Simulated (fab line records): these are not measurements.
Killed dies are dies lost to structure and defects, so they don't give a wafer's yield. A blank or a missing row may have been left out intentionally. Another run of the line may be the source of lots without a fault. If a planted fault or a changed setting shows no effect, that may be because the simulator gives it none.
Matching of chambers / flow n5_finfet / 4 sister chambers for N5_BEOL_M15_CMP_49 on cmp-01
The step polishes, stops on SiO2, t overpolish 4.9 s, target thk 850 nm. 4 wafers are shown with their chamber, then 12 later ones without.

## WAFERS, EACH WITH ITS CHAMBER
wafer=L079.6; chamber=0; motor_current_A (A)=10.4
wafer=L084.2; chamber=1; motor_current_A (A)=9.7
wafer=L086.2; chamber=2; motor_current_A (A)=8.6
wafer=L086.6; chamber=3; motor_current_A (A)=9.2

## WAFERS WHOSE CHAMBER IS MISSING
wafer=L089.3; motor_current_A (A)=10.5
wafer=L089.4; motor_current_A (A)=8.7
wafer=L089.5; motor_current_A (A)=9.8
wafer=L092.2; motor_current_A (A)=9.3
wafer=L092.3; motor_current_A (A)=10.1
wafer=L092.4; motor_current_A (A)=9.7
wafer=L095.4; motor_current_A (A)=9.7
wafer=L095.5; motor_current_A (A)=8.4
wafer=L095.6; motor_current_A (A)=9.0
wafer=L097.1; motor_current_A (A)=9.7
wafer=L097.3; motor_current_A (A)=9.9
wafer=L097.4; motor_current_A (A)=8.9

## EACH ONE'S CHAMBER
wafer=L089.3; from the rows above=0; in truth=0
wafer=L089.4; from the rows above=2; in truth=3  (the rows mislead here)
wafer=L089.5; from the rows above=1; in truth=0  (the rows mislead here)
wafer=L092.2; from the rows above=can't be placed: 3 or 1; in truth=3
wafer=L092.3; from the rows above=can't be placed: 0 or 1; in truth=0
wafer=L092.4; from the rows above=1; in truth=1
wafer=L095.4; from the rows above=1; in truth=1
wafer=L095.5; from the rows above=2; in truth=2
wafer=L095.6; from the rows above=can't be placed: 3 or 2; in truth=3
wafer=L097.1; from the rows above=1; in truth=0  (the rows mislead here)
wafer=L097.3; from the rows above=can't be placed: 1 or 0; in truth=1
wafer=L097.4; from the rows above=can't be placed: 3 or 2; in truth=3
Correct placement for 4 of the 12. Cannot be placed on the basis of these rows: 5; the candidates contain the true chamber in 5. Number placed wrongly: 3.
How it was worked out, from the rows above alone: a wafer's distance from a chamber is the root of the sum, over the readings, of the square of ((its reading less the chamber's mean) divided by the reading's scatter). The wafer belongs to the nearest chamber; if the next one is less than 2 further off, it can't be placed. Each chamber's mean is taken over the wafers shown for it. The scatter: root of mean squared gap, hidden wafer to nearest shown wafer, with one shown wafer a chamber.
